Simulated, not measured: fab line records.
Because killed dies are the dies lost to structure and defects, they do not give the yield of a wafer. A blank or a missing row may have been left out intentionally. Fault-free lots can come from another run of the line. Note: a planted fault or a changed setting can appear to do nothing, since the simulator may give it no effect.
Lot-split experiment    flow n5_finfet    7 lots, 21 wafers read, on a route of 1938 steps

ON THE SPLIT
At N5_GATE_CUT_COAT_27 (time 60 s, resist thk 10 nm), the setting spin_rpm was moved away from the recipe's 1500 rpm on 6 of the 21 wafers read, by -4.3% to +10.6%. For the rest of the wafers, this setting stayed at what the recipe calls for.

FROM THE SPLIT TO THE READING: what the file shows between them, 4 steps
- N5_GATE_CUT_COAT_07: resist thk 30 nm
- N5_GATE_CUT_EBR_09
- N5_GATE_CUT_DESCUM_18: chemistry O2, time 7 s
- N5_GATE_CUT_ETCH_28: etches underlayer in N2/H2, target depth 13 nm, time 10.4 s

THE READING
CAR-EUV_of_GATE_CUT_COAT_07.thk_nm (the simulator's own value, which no gauge read), in nm, at N5_GATE_CUT_ETCH_36 (etches SiARC in CF4, target depth 13 nm, time 21.7 s). The file gives no usual value for it. Across the 15 wafers here that went through the recipe, the average is 7.0 nm and the standard deviation 0.12 nm.

wafer   tool, chamber at the split  spin_rpm as run, rpm  against the recipe  CAR-EUV_of_GATE_CUT_COAT_07.thk_nm, nm  against lot-mates on the recipe
L074.2  litho_track-02, 0           1500                  recipe              6.8                                     -
L074.3  litho_track-02, 0           1500                  recipe              6.8                                     -
L074.6  litho_track-02, 0           1659                  +10.6%              7.4                                     +0.6
L075.3  litho_track-01, 0           1500                  recipe              7                                       -
L075.4  litho_track-01, 0           1500                  recipe              7                                       -
L075.6  litho_track-01, 0           1500                  recipe              7                                       -
L083.3  litho_track-03, 0           1621                  +8.1%               7.4                                     +0.3
L083.4  litho_track-03, 0           1500                  recipe              7.2                                     -
L083.5  litho_track-03, 0           1500                  recipe              7                                       -
L086.1  litho_track-01, 0           1500                  recipe              6.8                                     -
L086.2  litho_track-01, 0           1500                  recipe              6.8                                     -
L086.4  litho_track-01, 0           1500                  recipe              7                                       -
L087.4  litho_track-02, 0           1500                  recipe              7                                       -
L087.5  litho_track-02, 0           1619                  +7.9%               7.4                                     +0.4
L087.6  litho_track-02, 0           1619                  +7.9%               7.4                                     +0.4
L091.2  litho_track-03, 0           1500                  recipe              7                                       -
L091.3  litho_track-03, 0           1435                  -4.3%               6.6                                     -0.4
L091.5  litho_track-03, 0           1435                  -4.3%               6.6                                     -0.4
L093.3  litho_track-03, 0           1500                  recipe              7.2                                     -
L093.5  litho_track-03, 0           1500                  recipe              7                                       -
L093.6  litho_track-03, 0           1500                  recipe              7                                       -

THE FIT
A straight line over all 21 wafers: CAR-EUV_of_GATE_CUT_COAT_07.thk_nm changes by +0.0543 nm for each +1% of spin_rpm; r = +0.87; the points scatter about the line by 0.12 nm.
The same after taking each lot's own level away (the mean of its wafers on the recipe; 21 wafers): +0.0566 nm for each +1%; r = +0.94; scatter 0.084 nm.
Per that fit: largest spin_rpm move, reading shift of 0.6 nm.
Across the lots, their own levels run from 6.80 to 7.10 nm, a range of 2.4 times the standard deviation given above.
The two slopes are in agreement: the lot-to-lot level therefore moves the slope only a little.
Check: for one of the wafers moved furthest among these (+10.6%), held out of the fit, the line's prediction against its lot-mates is +0.56 nm. It came out at +0.6 nm against them.

THESE WAFERS: OTHER SPLITS
Before the reading, these wafers also passed through other splits. Each is held against what the fit with the lots' levels taken away leaves over:
other split on the same wafers  wafers away from the commonest value  r with CAR-EUV_of_GATE_CUT_COAT_07.thk_nm (lot level and that fit taken away)
N5_SDB_EXPOSE_08 dose_mj        5                                     +0.12
N5_HKMG_FIN_ETCH_55 bias_w      9                                     -0.16
N5_HKMG_FIN_ETCH_58 source_w    5                                     +0.46

THE WHOLE CHAIN: every reading that the file lists as answering this split, in the file's order
step                 what it does                                                 reading                                                                                 change (the file's fit)                 r (the file's)
N5_GATE_CUT_COAT_27  time 60 s, resist thk 10 nm                                  underlayer_of_GATE_CUT_COAT_27.thk_nm (the simulator's own value, which no gauge read)  -0.0444 nm for each +1% of the setting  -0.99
N5_GATE_CUT_ETCH_28  etches underlayer in N2/H2, target depth 13 nm, time 10.4 s  CAR-EUV_of_GATE_CUT_COAT_07.thk_nm (the simulator's own value, which no gauge read)     +0.0621 nm for each +1% of the setting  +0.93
N5_GATE_CUT_ETCH_28  etches underlayer in N2/H2, target depth 13 nm, time 10.4 s  etch.depth_nm (the simulator's own value, which no gauge read)                          -0.0465 nm for each +1% of the setting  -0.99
N5_GATE_CUT_ETCH_36  etches SiARC in CF4, target depth 13 nm, time 21.7 s         CAR-EUV_of_GATE_CUT_COAT_07.thk_nm (the simulator's own value, which no gauge read)     +0.0528 nm for each +1% of the setting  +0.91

THE FILE'S OWN FIT
CAR-EUV_of_GATE_CUT_COAT_07.thk_nm changes by +0.0528 nm for each +1% of spin_rpm, r = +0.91.
